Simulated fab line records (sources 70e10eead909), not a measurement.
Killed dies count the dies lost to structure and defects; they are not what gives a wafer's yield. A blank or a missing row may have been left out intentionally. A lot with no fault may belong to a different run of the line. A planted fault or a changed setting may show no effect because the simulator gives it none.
Code-filled problem report in 8D (eight disciplines) form :: flow nand_harc :: the parts of the form that need people (team, actions taken, sign-off) are left out

## 1. PROBLEM STATEMENT
At NHARC_A_CHANNEL_FILL_D2_ETCHBACK_08, run_length_s averages 137.7 s over 4 wafers from 3 lots, while fault-free wafers read 131.3 s, standard deviation 0.36. That is +18 standard deviations from the usual mean.
The step: etches the open film in C4F8, target depth 220 nm, time 110 s.
Earliest sighting: wafer L651.2 on rie_diel-05 at day 21 03:24. The record holds 36 wafers of 13 lots with a number at this step. By rule, "out" or "out of limits" means more than 4 standard deviations away from the usual mean. The rest of the wafers with a number are treated as sound.

## 2. WHAT IT IS AND WHAT IT IS NOT
question: which readings at this step
is: run_length_s
is not: oes_product_au, rf_fwd_power_W, rf_vpp_V

question: which lots
is: L650, L651, L652
is not: L637, L639, L640, L641, L646, L647, L649, L658, L659, L660

question: which wafers of those lots
is: L650.3, L651.2, L652.2, L652.3
is not: L650.1, L651.1

question: read on which tools
is: rie_diel-05
is not: rie_diel-08, rie_diel-13

question: when
is: from day 21 03:24
is not: up to then (22 sound wafers); but 10 sound wafers of L650, L658, L659, L660 came after

## 3. WHAT RULES OUT EACH SUSPECT
Counting: if a tool at a process step up to the reading ran every lot that is out, it stays a suspect. Sound lots after the first of them don't rule it out here, since some wafers of a struck lot are sound.
- rie_diel-05 at NHARC_A_CHANNEL_FILL_D2_ETCHBACK_08 (etches the open film in C4F8, target depth 220 nm, time 110 s): kept. Every lot that is out went through it, the first being L651 (day 21 03:24); the last sound lot it ran before that was L646 (day 19 10:40). Its own run_length_s readings are out on those wafers.
- Within rie_diel-05 at NHARC_A_CHANNEL_FILL_D2_ETCHBACK_08: the wafers that are out ran in chambers 1, 2, 3; their sound lot-mates ran in chamber 0.
The count leaves rie_diel-05 at NHARC_A_CHANNEL_FILL_D2_ETCHBACK_08.

## 4. THE CAUSE (what the simulator had put in)
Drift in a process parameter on rie_diel-05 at NHARC_A_CHANNEL_FILL_D2_ETCHBACK_08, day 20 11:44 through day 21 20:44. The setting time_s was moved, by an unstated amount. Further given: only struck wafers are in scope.
After counting, this tool was the only one left.

## 5. THE EFFECT CHAIN, in route order
Each row: a reading whose mean over the struck wafers that have a number lies more than 3 standard deviations from the usual. Scope: only readings with a usual standard deviation given in the record; hours: median across lots of the time from each lot's start at the first step in this table that gives one to its start at this step; sigmas: change in usual standard deviations.
hours: 0
step: NHARC_A_CHANNEL_FILL_D2_ETCHBACK_08
reading: run_length_s
usual: 131.3 s
on struck wafers: 137.7
change: +6.3
sigmas: +18
Here are the process steps it includes:
- NHARC_A_CHANNEL_FILL_D2_ETCHBACK_08: etches the open film in C4F8, target depth 220 nm, time 110 s.
At these later measuring or inspecting steps, every struck wafer for which the step has a row has a number for every such reading, and none has moved that far: NHARC_END_SORT_01.

## 6. WHAT WOULD HAVE CAUGHT IT SOONER
In this record no reading fell out of limits until day 21 03:24, 16 hours after the fault had begun at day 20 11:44.
